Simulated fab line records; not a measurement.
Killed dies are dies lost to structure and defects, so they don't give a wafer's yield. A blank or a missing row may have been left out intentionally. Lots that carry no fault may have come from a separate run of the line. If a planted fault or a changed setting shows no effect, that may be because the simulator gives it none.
Comparing a struck lot with a sound one -- flow nand-harc -- 14 steps out of a route of 1302
Sound: these wafers, L312.3, L312.4, L312.5. Struck: wafers L325.2, L325.4 (left out: L325.3, a lot-mate that was not struck); the cause follows at the end.
Order at every step that has rows: each side's tool, ch and its chambers, its first start. Under that, the readings that differ: sound wafers -- struck wafers -- difference of the means -- sigmas: that difference in standard deviations of wafers without a fault.
alike: readings with means less than 2 such deviations apart, plus words and numbers identical on both sides. not compared: withheld readings, readings lacking a value on some wafer, bounds such as >300 that could conceal the same value, and numbers that have no deviation in the record and whose values overlap.
The two part at a step that has a row with sigmas, a row that says differs or no value, or rows on one side only. Numbers that don't overlap but have no deviation are shown without sigmas and don't part them. A reading missing from all wafers of one side parts the sides only when that side holds two or more wafers.

first, 1 step without rows for these wafers: NHARC_A_CONTACT_ETCH_138 (etches the open film in C4F8/O2/Ar, time 311 s, target depth 1914 nm).
NHARC_A_CONTACT_ETCH_139: etches the open film in C4F8/O2/Ar, time 195 s, target depth 840 nm.
  sound on har-cap-etch-01 ch 0,1, day 22 20:47; struck on har-cap-etch-01 ch 0, day 28 02:43
  not compared: rf-hours-counter-h
NHARC_A_CONTACT_ETCH_92: etches the open film in CH3F/O2, target depth 40 nm, time 85.7 s.
  sound on rie-diel-11 ch 1,2,3, day 22 21:16; struck on rie-diel-04 ch 0,2, day 28 03:13
  alike: drypump-motor-current-A, oes-product-au, rf-vpp-V, showerhead-plenum-p-Torr, throttle-valve-pct
  not compared: rf-hours-counter-h
NHARC_A_CONTACT_ETCH_98: etches the open film in C4F6/O2, target depth 20 nm, time 10 s.
  sound on rie-diel-11 ch 2,3; struck on rie-diel-04 ch 0,1
reading,sound,struck,difference,sigmas
showerhead-plenum-p-Torr (Torr),4.17 3.78 4.17,3.71 3.81,-0.28,-2
  alike: drypump-motor-current-A, oes-product-au, rf-vpp-V, throttle-valve-pct
  not compared: rf-hours-counter-h
NHARC_A_CONTACT_CD_MEAS_15:
  sound on cd-sem-03, day 22 21:29; struck on cd-sem-02, day 28 03:26
reading,sound,struck,difference,sigmas
cd-nm (nm),191.0 190.7 190.7,189.1 189.8,-1.3,-2
then, 3 steps without rows for these wafers: NHARC_A_CONTACT_STRIP_107 (strips in N2/H2); NHARC_A_CONTACT_STRIP_108 (strips in CF4/CHF3); NHARC_A_CONTACT_STRIP_109 (strips in O2/COS).
NHARC_A_CONTACT_ETCH_110: etches the open film in CF4/O2, target depth 60 nm, overetch 6 nm, time 33 s.
  sound on rie-diel-04 ch 2,3, day 22 22:00; struck on rie-diel-04 ch 2,3, day 28 03:44
  alike: drypump-motor-current-A, oes_ar_750_au, oes-product-au, rf-vpp-V, showerhead-plenum-p-Torr, throttle-valve-pct
  not compared: rf-hours-counter-h
then, 2 steps without rows for these wafers: NHARC_A_CONTACT_STRIP_26 (strips in O2); NHARC_A_CONTACT_STRIP_27 (strips in post etch residue remover, time 600 s).
NHARC_A_CONTACT_ALD_18: deposits TiN, target thk 3 nm, pulse time 1 s, ald cycles 150.
  sound on ald-metal-04 ch 1,2,3, day 22 22:43; struck on ald-metal-01 ch 2,3, day 28 04:23
reading,sound,struck,difference,sigmas
precursor-pulse-height-rel,1.033 1.007 1.006,0.972 0.966,-0.046,-2
  alike: heater-power-w
  not compared: since-wet-clean-h
NHARC_A_CONTACT_CVD_19: deposits W, target thk 300 nm, time 802 s.
  sound on cvd-w-02 ch 0,1, day 22 23:09; struck on cvd-w-02 ch 0, day 28 04:43
reading,sound,struck,difference,sigmas
chamber-pressure-Torr (Torr),40.20 40.04 40.10,39.88 39.96,-0.19,-2
  alike: heater-power-w, throttle-valve-pct
  not compared: since-wet-clean-h
NHARC_A_CONTACT_CMP_20: polishes, t overpolish 30 s, target thk 300 nm.
  sound on cmp-03 ch 1,3, day 22 23:48; struck on cmp-03 ch 0,1, day 28 05:30
reading,sound,struck,difference,sigmas
time-to-endpoint-s (s),57.6 60.0 56.7,24.7 25.8,-32.9,-11
  alike: motor-current-A, overpolish-run-s

== WHERE THEY PART ==
At NHARC_A_CONTACT_ETCH_98 first; at NHARC_A_CONTACT_CMP_20 last (within this record only).

WHY: the cause the simulator had injected
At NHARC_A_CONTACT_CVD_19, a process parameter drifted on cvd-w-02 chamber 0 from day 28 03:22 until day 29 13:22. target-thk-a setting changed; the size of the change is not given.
